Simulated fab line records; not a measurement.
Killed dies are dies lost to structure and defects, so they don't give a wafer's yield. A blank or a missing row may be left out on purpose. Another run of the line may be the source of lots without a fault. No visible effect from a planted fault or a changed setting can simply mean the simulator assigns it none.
Struck lot and sound lot, side by side ; flow n5-finfet ; 21 steps out of a route of 1938
Sound: the wafers L496.2, L496.3, L496.5. Struck: wafers L497.1, L497.5, L497.6. Last of all comes the cause.
Per side, at each step with rows, come the tool, then ch with its chambers, and then its first start. Under that, the readings that differ: sound wafers ; struck wafers ; difference of the means ; sigmas: that difference in standard deviations of wafers without a fault.
alike: words and numbers the same on both sides, and readings whose means are apart by under 2 such deviations; not compared: readings that were withheld, readings missing a value for some wafer, numbers with overlapping values and no deviation given by the record, and bounds like >300 which may hide the same value.
A row with sigmas, a row that says differs or no value, or rows on one side alone: a step with any of these is where the two part. Non-overlapping numbers with no deviation appear without sigmas and do not part them. A reading missing from all wafers of one side parts the sides only when that side holds two or more wafers.

first, 11 steps without rows for these wafers: N5_FIN_SAQP_SPACER1_ETCHBACK_25 (etches SiO2 in CHF3/O2, target depth 24.4 nm, time 12.2 s); N5_FIN_SAQP_MANDREL1_REMOVE_56 (chemistry HBr/Cl2/O2, target a-Si, stops on SiNx, bt time 10 s); N5_FIN_SAQP_ETCH_57 (etches SiNx in CH3F/O2, target depth 32.5 nm, time 46.4 s); N5_FIN_SAQP_ETCH_65 (etches SiO2 in CF4, target depth 4 nm, time 4.4 s); N5_FIN_SAQP_MANDREL_ETCH_58 (etches a-Si in HBr/Cl2, stops on SiNx, target depth 45 nm, bt time 10 s, time 27 s); N5_FIN_SAQP_RECESS_63 (chemistry HF/NH3, target SiO2, target depth 18 nm, afs cycles 3, sublimation time 60 s); N5_FIN_SAQP_COAT_68 (time 60 s, resist thk 100 nm); N5_FIN_SAQP_ETCH_69 (etches SOC in N2/H2, stops on SiNx, target depth 150 nm); N5_FIN_SAQP_ETCH_67 (etches SiNx in CH3F/O2, target depth 30 nm); N5_FIN_SAQP_STRIP_70 (strips in N2/H2); N5_FIN_SAQP_RECESS_71 (chemistry HF/NH3, target SiO2, target depth 3 nm, afs cycles 1, sublimation time 60 s).
N5_FIN_SAQP_SPACER2_ALD_28: deposits SiO2, target thk 8.1 nm, pulse time 1 s, purge time 2 s.
  sound on ald-sin-03 ch 0,1,3, day 3 00:54; struck on ald-sin-03 ch 2,3, day 3 09:40
reading;sound;struck;difference;sigmas
susceptor-temp-C (C);299.91 300.20 299.85;285.69 285.57 285.62;-14.36;-84
model.SiO2_of_FIN_SAQP_SPACER2_ALD_28.thk-nm (nm);8.2 8.2 8;8.6 8.6 8.6;+0.5;
  alike: heater-power-outer-w, heater-power-w, precursor-pulse-height-rel
  not compared: since-wet-clean-h
then, 1 step without rows for these wafers: N5_FIN_SAQP_SPACER2_ETCHBACK_29 (etches SiO2 in CHF3/O2, target depth 12.2 nm, time 6.1 s).
N5_FIN_SAQP_MANDREL2_REMOVE_60: chemistry HBr/Cl2/O2, target a-Si, stops on SiNx, bt time 10 s.
  sound on rie-si-06 ch 2,3, day 3 01:19; struck on rie-si-01 ch 0,1,3, day 3 10:11
reading;sound;struck;difference;sigmas
model.FIN_SAQP.cd-nm (nm);8.2 8.2 8;8.6 8.4 8.6;+0.4;
  alike: O2_flow_sccm, drypump-motor-current-A, oes-product-au, throttle-valve-pct
  not compared: rf-hours-counter-h
then, 4 steps without rows for these wafers: N5_FIN_SAQP_HM_OPEN_33 (chemistry CH3F/O2, target SiNx, target depth 49.4 nm, time 70.6 s); N5_FIN_SAQP_ETCH_34 (etches SiO2 in C4F6/O2, target depth 45 nm, time 15 s); N5_FIN_SAQP_STRIP_77 (strips in N2/H2, time 90 s); N5_FIN_SAQP_ETCH_64 (etches SiO2 in CF4, target depth 1.5 nm).
N5_FIN_SAQP_FIN_ETCH_36: etches the open film in HBr/Cl2/O2, target depth 120 nm, time 50.4 s.
  sound on rie-si-01 ch 0,1,2, day 3 01:45; struck on rie-si-06 ch 0,1, day 3 10:37
reading;sound;struck;difference;sigmas
model.FIN_SAQP.cd-nm (nm);8.2 8.2 8.2;8.6 8.6 8.6;+0.4;
  alike: O2_flow_sccm, drypump-motor-current-A, oes-product-au, throttle-valve-pct
  not compared: rf-hours-counter-h
-- record jumps: 7 days separate the struck wafers' starts on either side; left off in module FIN_SAQP, taken up again in module BEOL_M4, whose first shown step is the route's number 1111 --
N5_BEOL_M4_RC_MEAS_101:
  sound on prober-02 ch 0, day 9 15:13; struck on prober-01 ch 0, day 10 15:33
reading;sound;struck;difference;sigmas
DIBL_P (mV/V);34.5 36.3 36.1;40.9 41.0 41.6;+5.5;+3
IOFF_N (nA/um);0.15 0.17 0.16;0.25 0.25 0.26;+0.09;+3
SS_N (mV/dec);70.6 71.0 71.6;72.2 72.7 72.0;+1.2;+2
SS_P (mV/dec);73.4 72.9 73.3;75.0 75.6 75.2;+2.1;+3
  alike: DIBL_N, IOFF_P, ION_N, ION_P, VT_N, VT_P
-- record jumps: 4 days separate the struck wafers' starts on either side; left off in module BEOL_M4, taken up again in module PASSIVATION, whose first shown step is the route's number 1936 --
N5_PASSIVATION_PROBE_49:
  sound on prober-01, day 14 03:08; struck on prober-01, day 15 01:35
reading;sound;struck;difference;sigmas
killed-at-front-end;66 75 48;26 47 38;-26;-2
  alike: defect-limited-yield, killed_at_M0_to_M3, killed_at_M4_up, killed-at-contacts, killed-at-other, killed-dies, killed-open, killed-short, sort_bin_4_leakage, sort_bin_5_function, sort_bin_6_memory, sort-n-pass, sort-yield-pct

== WHERE THEY PART ==
Last at N5_PASSIVATION_PROBE_49 as far as this record goes, first at N5_FIN_SAQP_SPACER2_ALD_28.

WHY: whatever the simulator had introduced
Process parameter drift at N5_FIN_SAQP_SPACER2_ALD_28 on ald-sin-03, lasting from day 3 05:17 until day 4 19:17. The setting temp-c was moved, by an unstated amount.
